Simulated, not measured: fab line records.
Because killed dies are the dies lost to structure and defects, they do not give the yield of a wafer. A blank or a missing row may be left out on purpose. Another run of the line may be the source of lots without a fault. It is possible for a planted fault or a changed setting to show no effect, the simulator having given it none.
Matching of chambers :: flow n5Finfet :: 4 sister chambers for N5_FIN_SAQP_ALD_61 on aldSin-03
The step deposits SiO2, target thk 4 nm, pulse time 1 s, purge time 2 s. 4 wafers are shown with their chamber, then 7 later ones without.

WAFERS WITH THEIR CHAMBER
wafer: L081.4
chamber: 3
heaterPowerW (W): 385

wafer: L084.6
chamber: 1
heaterPowerW (W): 471

wafer: L085.3
chamber: 2
heaterPowerW (W): 462

wafer: L085.5
chamber: 0
heaterPowerW (W): 440

WAFERS MISSING THEIR CHAMBER
wafer: L085.6
heaterPowerW (W): 414

wafer: L088.1
heaterPowerW (W): 438

wafer: L088.2
heaterPowerW (W): 405

wafer: L088.4
heaterPowerW (W): 471

wafer: L090.1
heaterPowerW (W): 467

wafer: L090.2
heaterPowerW (W): 458

wafer: L090.4
heaterPowerW (W): 410

THE CHAMBER EACH PASSED THROUGH
wafer: L085.6
from the rows above: can't be placed: 0 or 3 or 2 or 1
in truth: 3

wafer: L088.1
from the rows above: can't be placed: 0 or 2 or 1
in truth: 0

wafer: L088.2
from the rows above: can't be placed: 3 or 0
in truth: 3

wafer: L088.4
from the rows above: can't be placed: 1 or 2 or 0
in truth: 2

wafer: L090.1
from the rows above: can't be placed: 1 or 2 or 0
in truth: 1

wafer: L090.2
from the rows above: can't be placed: 2 or 1 or 0
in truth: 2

wafer: L090.4
from the rows above: can't be placed: 3 or 0 or 2
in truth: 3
Placed correctly: 0 of 7. Not placeable from these rows: 7 (in 7, the candidates include the true chamber). Number placed wrongly: 0.
How it was worked out, from the rows above alone: a wafer's distance from a chamber is the root of the sum, over the readings, of the square of ((its reading less the chamber's mean) divided by the reading's scatter). If the next closest chamber is less than 2 further off than the closest, the wafer can't be placed; otherwise it belongs to the closest. For every chamber, the mean is computed from those of its wafers that are shown. The scatter (one wafer shown for each chamber): square how far every hidden wafer sits from the nearest shown wafer, average those squares and take the square root.
